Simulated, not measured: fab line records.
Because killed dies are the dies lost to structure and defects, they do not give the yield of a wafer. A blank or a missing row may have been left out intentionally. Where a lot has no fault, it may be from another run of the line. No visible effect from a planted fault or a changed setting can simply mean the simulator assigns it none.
3 desks looking at one fault ; flow nand harc ; what lay behind the numbers comes last; until then each desk has only its own

== THE DEFECT DESK ==
Inspection counts along the route, by lot: the mean over sampled wafers that carry a number. The brackets show how far a lot's mean lies from the usual mean; more than 4 standard deviations puts the lot out of limits, marked OUT.
Columns: A = raw defect count at NHARC_A_CHANNEL_HOLE_D2_INSPECT_40, usual 300
lot;first seen here;A
L103;day 13 10:16;313
L104;day 14 06:05;636
L105;day 14 22:28;686
L114;day 18 15:16;304
L116;day 19 08:41;264
L117;day 19 22:25;314
L118;day 20 08:43;306
L120;day 21 01:53;259
L121;day 21 14:05;216
L124;day 22 03:23;324
L123;day 22 04:01;328
L125;day 22 23:27;188
Finding of this desk: none of the 12 lots has anything out of limits.

== DESK OF THE TOOL OWNER: har etch-02 ==
The tool's own readings at NHARC_A_CHANNEL_HOLE_D2_ETCH_26 (etches the open film in C4F8/O2/Ar, time 224.1 s, target depth 300 nm): means of the sampled wafers that have a number, for each lot that ran on this tool. The brackets show how far a lot's mean lies from the usual mean; more than 4 standard deviations puts the lot out of limits, marked OUT.
Columns: A = drypump motor current A at NHARC_A_CHANNEL_HOLE_D2_ETCH_26, usual 6.0 A; B = showerhead plenum p Torr at NHARC_A_CHANNEL_HOLE_D2_ETCH_26, usual 3.66 Torr; C = temp c at NHARC_A_CHANNEL_HOLE_D2_ETCH_26, usual -20.00 C; D = throttle valve pct at NHARC_A_CHANNEL_HOLE_D2_ETCH_26, usual 24.584 %
lot;first seen here;A;B;C;D
L103;day 13 08:20;5.6;3.64;-20.01;24.580
L104;day 14 04:10;5.5;3.63;-20.00;24.584
L105;day 14 20:22;5.6;3.58;-20.03;24.580
L114;day 18 13:21;5.6;3.87;-20.01;24.580
L117;day 19 20:34;5.6;3.86;-20.02;24.578
L120;day 20 23:58;5.6;3.74;-19.97;24.585
L121;day 21 12:11;5.6;3.74;-20.07;24.582
L123;day 22 02:07;5.6;3.73;-20.05;24.588
L125;day 22 21:32;5.5;3.73;-20.00;24.593
Finding of this desk: none of the 9 lots has anything out of limits.

== FROM THE METROLOGY DESK ==
Lot by lot, what the gauges showed, no matter which tool ran the lot: averages of those sampled wafers that carry a number. The brackets show how far a lot's mean lies from the usual mean; more than 4 standard deviations puts the lot out of limits, marked OUT.
Columns: A = thk nm at NHARC_A_ONON_D2_THK_MEAS_24, usual 999 nm; B = cd nm at NHARC_A_CHANNEL_HOLE_D2_CD_MEAS_31, usual 90.0 nm
lot;first seen here;A;B
L103;day 12 22:53;1006;89.8
L104;day 13 18:38;1001;90.4
L105;day 14 07:54;999;89.5
L114;day 18 03:35;1002;90.0
L116;day 18 21:13;992;88.8
L117;day 19 11:02;1001;91.5
L118;day 19 19:21;1005;91.0
L120;day 20 12:50;999;89.7
L121;day 21 00:22;997;90.9
L124;day 21 15:58;992;91.7
L123;day 21 16:20;992;89.4
L125;day 22 09:07;1007;92.3
Finding of this desk: none of the 12 lots has anything out of limits.

== BROUGHT TOGETHER ==
The defect desk saw nothing out of limits.
The tool owner's desk saw nothing out of limits.
The metrology desk saw nothing out of limits.

== WHAT THE SIMULATOR HAD PUT IN ==
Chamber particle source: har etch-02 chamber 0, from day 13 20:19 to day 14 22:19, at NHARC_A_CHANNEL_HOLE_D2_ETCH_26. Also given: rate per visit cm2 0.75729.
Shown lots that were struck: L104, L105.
